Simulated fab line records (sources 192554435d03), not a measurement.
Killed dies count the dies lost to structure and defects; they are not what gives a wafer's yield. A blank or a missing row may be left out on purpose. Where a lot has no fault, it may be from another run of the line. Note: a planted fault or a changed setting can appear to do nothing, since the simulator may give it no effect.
fab line records || flow n5Finfet
[record] {"lots": 4, "wafers": 12, "lastDay": 16}
route steps=1938 shown BEOL_M9@1437
lots untouched by any fault: they come from a run of this same line in which no faults occurred
startH: the number of hours between the record's first day and the start of the first shown wafer of the lot || waitH: hours since the lot's step before || " the same as in the row above || L1.1+2: one row covering several wafers at once || - no value, or no start was given || * or withheld: withheld || < > ~ a bound
route shown NAME@n: NAME is a module with steps in the file, n the number in the route of the first one || usual: mean/standard deviation of fault-free wafers || same: alike in all rows || chamber/n: place in a boat || sites: per-site readings || _std_site: the values' standard deviation || _edge_site: outer sites' mean less inner sites' || radiusMm: how far each site lies from the wafer's centre || mask NAME#n: copy n || behind: the tool/chamber that last shaped the wafer || hold: why the lot went on hold/how many hours it stayed there/how the hold came to an end || device: which transistor (n, p or np) failed to switch || end of line: tests of these same wafers at the route's end || a step with no rows: only its recipe || killed: not the wafer's yield, but the dies lost to structure and defects at the first sort || map: a wafer's dies, x killed, . not, _ none there
set.NAME: the setting as run; set.NAME@STEP: as run at that earlier step || model.NAME: the simulator's own value behind a step, which no gauge read
lots at selected steps of the route; one table per step, one row per wafer
services: the hour from which a tool's chamber was out of use, counted from the record's first day as startH (under 0 if before that day), plus the number of hours and why
[[steps]]
[step N5_BEOL_M9_DESCUM_33]
[recipe] {"chemistry": "O2", "timeS": 7, "sourcePowerW": 50, "biasPowerW": 20, "pressureMtorr": 20, "rfFrequencyHz": 2.712e+07, "tempC": 40, "resist": "CAR-EUV", "o2FlowSccm": 225}
[step N5_BEOL_M9_ETCH_76]
[recipe] {"chemistry": "N2/H2", "target": "underlayer", "targetDepthA": 65, "maskMaterial": "CAR-EUV", "timeS": 5.2, "ionEnergyEv": 200, "pressureMtorr": 30, "sourceW": 840, "biasW": 150, "n2FlowSccm": 200, "h2FlowSccm": 200, "ends": "cleared"}
[step N5_BEOL_M9_ETCH_65]
[recipe] {"chemistry": "CF4", "target": "SiARC", "targetDepthA": 156, "maskMaterial": "CAR-EUV", "timeS": 26, "ionEnergyEv": 80, "pressureMtorr": 40, "sourceW": 545, "biasW": 36, "Ar_flow_sccm": 100, "cf4FlowSccm": 100, "ends": "cleared"}
[step N5_BEOL_M9_ETCH_66]
[recipe] {"chemistry": "N2/H2", "target": "SOC", "targetDepthA": 800, "overetchA": 160, "maskMaterial": "SiARC", "tempC": 40, "timeS": 120, "ionEnergyEv": 200, "pressureMtorr": 30, "sourceW": 840, "biasW": 150, "n2FlowSccm": 200, "h2FlowSccm": 200}
[step N5_BEOL_M9_STRIP_69]
[recipe] {"chemistry": "N2/H2", "tempC": 40, "n2FlowSccm": 200, "h2FlowSccm": 200, "rfFrequencyHz": 6e+07}
[step N5_BEOL_M9_STRIP_77]
[recipe] {"chemistry": "N2/H2", "tempC": 40, "n2FlowSccm": 200, "h2FlowSccm": 200, "rfFrequencyHz": 6e+07}
[step N5_BEOL_M9_VIA_ETCH_34]
[recipe] {"chemistry": "C4F6/O2", "target": "SiCOH_lowk", "targetDepthA": 1824, "maskMaterial": "SOC", "taperDeg": 4, "timeS": 68.4, "ionEnergyEv": 250, "pressureMtorr": 30, "sourceW": 345, "biasW": 185, "Ar_flow_sccm": 300, "C4F6_flow_sccm": 10, "O2_flow_sccm": 10}
[step N5_BEOL_M9_STRIP_73]
[recipe] {"chemistry": "C4F6/O2", "resist": "SiARC", "rfFrequencyHz": 6e+07}
[step N5_BEOL_M9_STRIP_36]
[recipe] {"chemistry": "N2/H2", "powerW": 450, "tempC": 40, "pressureMtorr": 20, "rfFrequencyHz": 6e+07, "overashFraction": 0.3, "biasPowerW": 7, "h2Frac": 0.5, "n2FlowSccm": 200, "h2FlowSccm": 200}
[step N5_BEOL_M9_TRENCH_ETCH_37]
[recipe] {"chemistry": "C4F6/O2", "targetDepthA": 1514.3, "target": "SiCOH_lowk", "timeS": 49, "ionEnergyEv": 250, "pressureMtorr": 30, "sourceW": 345, "biasW": 185, "Ar_flow_sccm": 300, "C4F6_flow_sccm": 10, "O2_flow_sccm": 10}
[usual] {"drypumpMotorCurrentA": "5.9/0.41", "oesProductAu": "0.78/0.094", "rfVppV": "666/9.5", "showerheadPlenumPTorr": "2.87/0.077", "throttleValvePct": "20.96/0.3"}
{"lot.wafer": "L253.1", "tool": "rieDiel-04", "chamber": 0, "startH": 228.35, "waitH": "-", "drypumpMotorCurrentA": 6.1, "oesProductAu": 0.83, "rfHoursCounterH": 81, "rfVppV": 684, "showerheadPlenumPTorr": 2.86, "throttleValvePct": 20.43, "model.etch.depthNm": 147.2, "model.BEOL_M9.featureDepthNm": 147.2}
{"lot.wafer": "L253.3", "tool": "rieDiel-04", "chamber": 1, "startH": 228.35, "waitH": "-", "drypumpMotorCurrentA": 6.3, "oesProductAu": 0.73, "rfHoursCounterH": 160, "rfVppV": 665, "showerheadPlenumPTorr": 2.99, "throttleValvePct": 21.07, "model.etch.depthNm": 146.1, "model.BEOL_M9.featureDepthNm": 146}
{"lot.wafer": "L253.4", "tool": "rieDiel-04", "chamber": 2, "startH": 228.35, "waitH": "-", "drypumpMotorCurrentA": 6.4, "oesProductAu": 0.68, "rfHoursCounterH": 249, "rfVppV": 670, "showerheadPlenumPTorr": 2.90, "throttleValvePct": 21.24, "model.etch.depthNm": 152.1, "model.BEOL_M9.featureDepthNm": 152}
{"lot.wafer": "L265.1", "tool": "rieDiel-04", "chamber": 1, "startH": 289.74, "waitH": "-", "drypumpMotorCurrentA": 6.3, "oesProductAu": 0.71, "rfHoursCounterH": 176, "rfVppV": 664, "showerheadPlenumPTorr": 2.98, "throttleValvePct": 21.09, "model.etch.depthNm": 155.4, "model.BEOL_M9.featureDepthNm": 155.4}
{"lot.wafer": "L265.2", "tool": "rieDiel-04", "chamber": 0, "startH": 289.74, "waitH": "-", "drypumpMotorCurrentA": 6.1, "oesProductAu": 0.81, "rfHoursCounterH": 99, "rfVppV": 683, "showerheadPlenumPTorr": 2.86, "throttleValvePct": 20.46, "model.etch.depthNm": 157.2, "model.BEOL_M9.featureDepthNm": 157.2}
{"lot.wafer": "L265.6", "tool": "rieDiel-04", "chamber": 0, "startH": 289.74, "waitH": "-", "drypumpMotorCurrentA": 6.1, "oesProductAu": 0.81, "rfHoursCounterH": "-", "rfVppV": 683, "showerheadPlenumPTorr": 2.86, "throttleValvePct": 20.46, "model.etch.depthNm": 156, "model.BEOL_M9.featureDepthNm": 156}
{"lot.wafer": "L264.2", "tool": "rieDiel-04", "chamber": 1, "startH": 295.27, "waitH": "-", "drypumpMotorCurrentA": 6.3, "oesProductAu": 0.71, "rfHoursCounterH": 178, "rfVppV": 663, "showerheadPlenumPTorr": 2.98, "throttleValvePct": 21.11, "model.etch.depthNm": 154.8, "model.BEOL_M9.featureDepthNm": 154.8}
{"lot.wafer": "L264.4", "tool": "rieDiel-04", "chamber": 2, "startH": 295.27, "waitH": "-", "drypumpMotorCurrentA": 6.4, "oesProductAu": 0.94, "rfHoursCounterH": 13, "rfVppV": 670, "showerheadPlenumPTorr": 2.90, "throttleValvePct": 20.86, "model.etch.depthNm": 165.4, "model.BEOL_M9.featureDepthNm": 165.4}
{"lot.wafer": "L264.5", "tool": "rieDiel-04", "chamber": 1, "startH": 295.27, "waitH": "-", "drypumpMotorCurrentA": 6.3, "oesProductAu": 0.71, "rfHoursCounterH": "-", "rfVppV": 664, "showerheadPlenumPTorr": 2.98, "throttleValvePct": 21.10, "model.etch.depthNm": 155.3, "model.BEOL_M9.featureDepthNm": 155.2}
{"lot.wafer": "L268.2", "tool": "rieDiel-06", "chamber": 0, "startH": 319.25, "waitH": "-", "drypumpMotorCurrentA": 5.4, "oesProductAu": 0.69, "rfHoursCounterH": 232, "rfVppV": 671, "showerheadPlenumPTorr": 2.81, "throttleValvePct": 21.40, "model.etch.depthNm": 150.7, "model.BEOL_M9.featureDepthNm": 150.6}
{"lot.wafer": "L268.4", "tool": "rieDiel-06", "chamber": 3, "startH": 319.25, "waitH": "-", "drypumpMotorCurrentA": 5.9, "oesProductAu": 0.67, "rfHoursCounterH": 242, "rfVppV": 647, "showerheadPlenumPTorr": 2.69, "throttleValvePct": 21.25, "model.etch.depthNm": 145.9, "model.BEOL_M9.featureDepthNm": 146}
{"lot.wafer": "L268.6", "tool": "rieDiel-06", "chamber": 3, "startH": 319.25, "waitH": "-", "drypumpMotorCurrentA": 6.0, "oesProductAu": 0.67, "rfHoursCounterH": "-", "rfVppV": 648, "showerheadPlenumPTorr": 2.69, "throttleValvePct": 21.24, "model.etch.depthNm": 145.7, "model.BEOL_M9.featureDepthNm": 145.6}
[step N5_BEOL_M9_ETCH_41]
[recipe] {"chemistry": "CH3F/O2", "target": "SiCN", "targetDepthA": 366, "taperDeg": 2, "timeS": 70.1, "ionEnergyEv": 120, "maskMaterial": "TiN", "pressureMtorr": 30, "sourceW": 395, "biasW": 75, "Ar_flow_sccm": 150, "CH3F_flow_sccm": 30, "O2_flow_sccm": 20}
[step N5_BEOL_M9_STRIP_80]
[recipe] {"chemistry": "N2/H2", "timeS": 10, "powerW": 450, "tempC": 40, "pressureMtorr": 20, "rfFrequencyHz": 6e+07, "biasPowerW": 7, "n2FlowSccm": 200, "h2FlowSccm": 200}
[step N5_BEOL_M9_HM_STRIP_39]
[recipe] {"chemistry": "peroxideTinStrip", "material": "TiN", "targetDepthA": 250, "tempC": 50, "timeS": 158}
[step N5_BEOL_M9_SRD_40]
[recipe] {"timeS": 30, "tempC": 23, "rinseLiquid": "diw", "dry": "ipaMarangoni"}
[step N5_BEOL_M9_PRECLEAN_42]
[recipe] {"chemistry": "residueRemover", "timeS": 60, "tempC": 40}
[step N5_BEOL_M9_SRD_43]
[recipe] {"timeS": 30, "tempC": 23, "rinseLiquid": "diw", "dry": "ipaMarangoni"}
[step N5_BEOL_M9_CURE_72]
[recipe] {"tempC": 370, "timeS": 120, "ambient": "DMADMS/He", "material": "SiCOH_lowk"}
[step N5_BEOL_M9_DEGAS_44]
[recipe] {"ambient": "vacuum", "tempC": 250, "timeS": 60}
[step N5_BEOL_M9_PRE_CLEAN_45]
[recipe] {"gas": "H2/He", "timeS": 30, "tempC": 250}
[step N5_BEOL_M9_ALD_74]
[recipe] {"material": "TaN", "targetThkA": 20, "tempC": 275, "aldPrecursorFamily": "PDMAT", "aldCoReactant": "NH3", "pressureTorr": 3, "carrierFlowSccm": 1500, "pulseTimeS": 2, "purgeTimeS": 3, "coReactantPurgeTimeS": 2, "coReactantPulseTimeS": 3, "aldCycles": 40, "precursorVesselTempC": 75, "precursorVesselPressureTorr": 26.25, "precursorVesselCarrierSccm": 1000}
[step N5_BEOL_M9_SURFACE_TREAT_79]
[recipe] {"gas": "Ar", "timeS": "*", "ionEnergyEv": "*", "ionCurrentMaCm2": 0.5, "pressureMtorr": "*", "arFlowSccm": 30}
[step N5_BEOL_M9_CVD_78]
[recipe] {"material": "Co", "targetThkA": 20, "tempC": "withheld", "precursor": "CCTBA/H2", "pressureTorr": 30, "timeS": 138.9}
[step N5_BEOL_M9_SPUTTER_48]
[recipe] {"material": "Cu", "targetThkA": 120, "tempC": -20, "biasV": 60, "powerW": 26000, "chamberPressurePa": 0.13, "timeS": 2}
[step N5_BEOL_M9_ECD_50]
[recipe] {"material": "Cu", "targetThkA": 3180}
[step N5_BEOL_M9_ANNEAL_51]
[recipe] {"tempC": 225, "timeS": 90, "ambient": "N2"}
[step N5_BEOL_M9_CMP_52]
[recipe] {"stopOn": "SiCOH_lowk", "tOverpolishS": 7, "downForcePsi": 1, "platenRpm": 50, "clearingPlatenDownForcePsi": 1.5, "clearingPlatenRpm": 50, "postCmpClean": "cuAlkaline", "targetThkNm": 140, "clearingPlatenPadVelocityMS": 0.99484, "padVelocityMS": 0.99484}
[usual] {"barrierFieldEndpointS": "29.1/0.84", "clearingPlatenDownForcePsi": "1.500/0.0033", "headPressurePsi": "1.0000/0.0021", "motorCurrentA": "6.3/0.45", "overpolishRunS": "7.000/0.0096", "slurryFlowMlMin": "150.0/0.5", "timeToEndpointS": "66/3.6"}
{"lot.wafer": "L253.3", "tool": "cmp-02", "chamber": 2, "startH": 232.93, "waitH": 0.2, "barrierFieldEndpointS": 28.9, "clearingPlatenDownForcePsi": 1.502, "headPressurePsi": 1.0010, "motorCurrentA": 6.8, "overpolishRunS": 7.004, "slurryFlowMlMin": 150.9, "timeToEndpointS": 60, "model.Cu_of_BEOL_M9_ECD_50.thkNm": 134.2}
{"lot.wafer": "L253.4", "tool": "cmp-02", "chamber": 3, "startH": 232.93, "waitH": 0.2, "barrierFieldEndpointS": 29.2, "clearingPlatenDownForcePsi": 1.498, "headPressurePsi": 0.9991, "motorCurrentA": 6.8, "overpolishRunS": 6.995, "slurryFlowMlMin": 149.7, "timeToEndpointS": 61, "model.Cu_of_BEOL_M9_ECD_50.thkNm": 141.2}
{"lot.wafer": "L253.1", "tool": "cmp-02", "chamber": 0, "startH": 232.93, "waitH": 0.2, "barrierFieldEndpointS": 30.0, "clearingPlatenDownForcePsi": 1.501, "headPressurePsi": 1.0031, "motorCurrentA": 6.1, "overpolishRunS": 6.993, "slurryFlowMlMin": 150.5, "timeToEndpointS": 67, "model.Cu_of_BEOL_M9_ECD_50.thkNm": 137.4}
{"lot.wafer": "L265.2", "tool": "cmp-01", "chamber": 3, "startH": 293.65, "waitH": 0.3, "barrierFieldEndpointS": 28.7, "clearingPlatenDownForcePsi": 1.500, "headPressurePsi": 1.0007, "motorCurrentA": 6.1, "overpolishRunS": 7.023, "slurryFlowMlMin": 149.6, "timeToEndpointS": 69, "model.Cu_of_BEOL_M9_ECD_50.thkNm": 149.2}
{"lot.wafer": "L265.1", "tool": "cmp-01", "chamber": 0, "startH": 293.65, "waitH": 0.3, "barrierFieldEndpointS": 29.2, "clearingPlatenDownForcePsi": 1.506, "headPressurePsi": 1.0022, "motorCurrentA": 5.8, "overpolishRunS": 7.003, "slurryFlowMlMin": 150.4, "timeToEndpointS": 66, "model.Cu_of_BEOL_M9_ECD_50.thkNm": 145.4}
{"lot.wafer": "L265.6", "tool": "cmp-01", "chamber": 1, "startH": 293.65, "waitH": 0.3, "barrierFieldEndpointS": 28.7, "clearingPlatenDownForcePsi": 1.490, "headPressurePsi": 1.0031, "motorCurrentA": 6.2, "overpolishRunS": 6.991, "slurryFlowMlMin": 150.4, "timeToEndpointS": 64, "model.Cu_of_BEOL_M9_ECD_50.thkNm": 146.2}
{"lot.wafer": "L264.2", "tool": "cmp-02", "chamber": 2, "startH": 298.92, "waitH": 0.5, "barrierFieldEndpointS": 29.1, "clearingPlatenDownForcePsi": 1.499, "headPressurePsi": 0.9995, "motorCurrentA": 7.1, "overpolishRunS": 6.997, "slurryFlowMlMin": 149.2, "timeToEndpointS": 67, "model.Cu_of_BEOL_M9_ECD_50.thkNm": 143.6}
{"lot.wafer": "L264.4", "tool": "cmp-02", "chamber": 3, "startH": 298.92, "waitH": 0.5, "barrierFieldEndpointS": 29.3, "clearingPlatenDownForcePsi": 1.502, "headPressurePsi": 1.0012, "motorCurrentA": 6.4, "overpolishRunS": 7.005, "slurryFlowMlMin": 149.6, "timeToEndpointS": 66, "model.Cu_of_BEOL_M9_ECD_50.thkNm": 153.2}
{"lot.wafer": "L264.5", "tool": "cmp-02", "chamber": 1, "startH": 298.92, "waitH": 0.5, "barrierFieldEndpointS": 28.4, "clearingPlatenDownForcePsi": 1.494, "headPressurePsi": 1.0000, "motorCurrentA": 6.6, "overpolishRunS": 6.995, "slurryFlowMlMin": 149.6, "timeToEndpointS": 66, "model.Cu_of_BEOL_M9_ECD_50.thkNm": 142.8}
{"lot.wafer": "L268.4", "tool": "cmp-03", "chamber": 1, "startH": 322.79, "waitH": 0.2, "barrierFieldEndpointS": 29.3, "clearingPlatenDownForcePsi": 1.505, "headPressurePsi": 0.9998, "motorCurrentA": 6.9, "overpolishRunS": 6.990, "slurryFlowMlMin": 150.2, "timeToEndpointS": 67, "model.Cu_of_BEOL_M9_ECD_50.thkNm": 132.4}
{"lot.wafer": "L268.2", "tool": "cmp-03", "chamber": 2, "startH": 322.79, "waitH": 0.2, "barrierFieldEndpointS": 29.4, "clearingPlatenDownForcePsi": 1.497, "headPressurePsi": 0.9967, "motorCurrentA": 6.3, "overpolishRunS": 6.995, "slurryFlowMlMin": 150.3, "timeToEndpointS": 72, "model.Cu_of_BEOL_M9_ECD_50.thkNm": 138.6}
{"lot.wafer": "L268.6", "tool": "cmp-03", "chamber": 0, "startH": 322.79, "waitH": 0.2, "barrierFieldEndpointS": 29.8, "clearingPlatenDownForcePsi": 1.507, "headPressurePsi": 1.0020, "motorCurrentA": 5.5, "overpolishRunS": 6.997, "slurryFlowMlMin": 149.8, "timeToEndpointS": 72, "model.Cu_of_BEOL_M9_ECD_50.thkNm": 133.6}
[[services]]
{"tool": "rieDiel-06", "chamber": 0, "startH": 211.47, "hours": 8.5, "kind": "repair"}
{"tool": "cmp-03", "chamber": "-", "startH": 211.73, "hours": 4.0, "kind": "pm"}
{"tool": "cmp-03", "chamber": "-", "startH": 215.73, "hours": "-", "kind": "consumableReplace:conditioner"}
{"tool": "cmp-03", "chamber": "-", "startH": 215.73, "hours": "-", "kind": "consumableReplace:pad"}
{"tool": "cmp-02", "chamber": "-", "startH": 220.59, "hours": 2.2, "kind": "repair"}
{"tool": "rieDiel-04", "chamber": 2, "startH": 234.06, "hours": "-", "kind": "clean"}
{"tool": "rieDiel-04", "chamber": 2, "startH": 234.06, "hours": "-", "kind": "consumableReplace:focusRing"}
{"tool": "rieDiel-04", "chamber": 2, "startH": 234.06, "hours": 14.5, "kind": "scheduledDown"}
{"tool": "rieDiel-04", "chamber": 2, "startH": 234.06, "hours": 14.5, "kind": "ventCycle"}
{"tool": "cmp-02", "chamber": "-", "startH": 235.42, "hours": 0.2, "kind": "repair"}
{"tool": "cmp-02", "chamber": "-", "startH": 237.66, "hours": 1.6, "kind": "repair"}
{"tool": "cmp-02", "chamber": "-", "startH": 260.11, "hours": 0.7, "kind": "repair"}
{"tool": "cmp-02", "chamber": "-", "startH": 266.84, "hours": 2.7, "kind": "repair"}
{"tool": "cmp-02", "chamber": "-", "startH": 277.51, "hours": 4.0, "kind": "pm"}
{"tool": "cmp-02", "chamber": "-", "startH": 281.51, "hours": "-", "kind": "consumableReplace:conditioner"}
{"tool": "cmp-02", "chamber": "-", "startH": 281.51, "hours": "-", "kind": "consumableReplace:pad"}
{"tool": "cmp-03", "chamber": "-", "startH": 292.90, "hours": 0.4, "kind": "repair"}
[[key]]
firstSign none at tools or gauges
[modelEffect] {"step": "N5_BEOL_M9_TRENCH_ETCH_37", "value": "etch.depthNm", "without": 147.7, "struck": 157.3}
[modelEffect] {"step": "N5_BEOL_M9_CMP_52", "value": "Cu_of_BEOL_M9_ECD_50.thkNm", "without": 137.1, "struck": 146.7}
metAt N5_BEOL_M9_TRENCH_ETCH_37
struckWafers L264.2,L264.4,L264.5,L265.1,L265.2,L265.6
onsetBetween 228.35 289.74
[fault] {"kind": "processParameterDrift", "tool": "rieDiel-04", "chamber": "-", "onsetH": 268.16, "steps": "N5_BEOL_M9_TRENCH_ETCH_37", "channel": "targetDepthA", "offset": 98.929, "shape": "step", "endH": 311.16, "actsIn": "theseRecipesOnly", "stated": 1514.3}
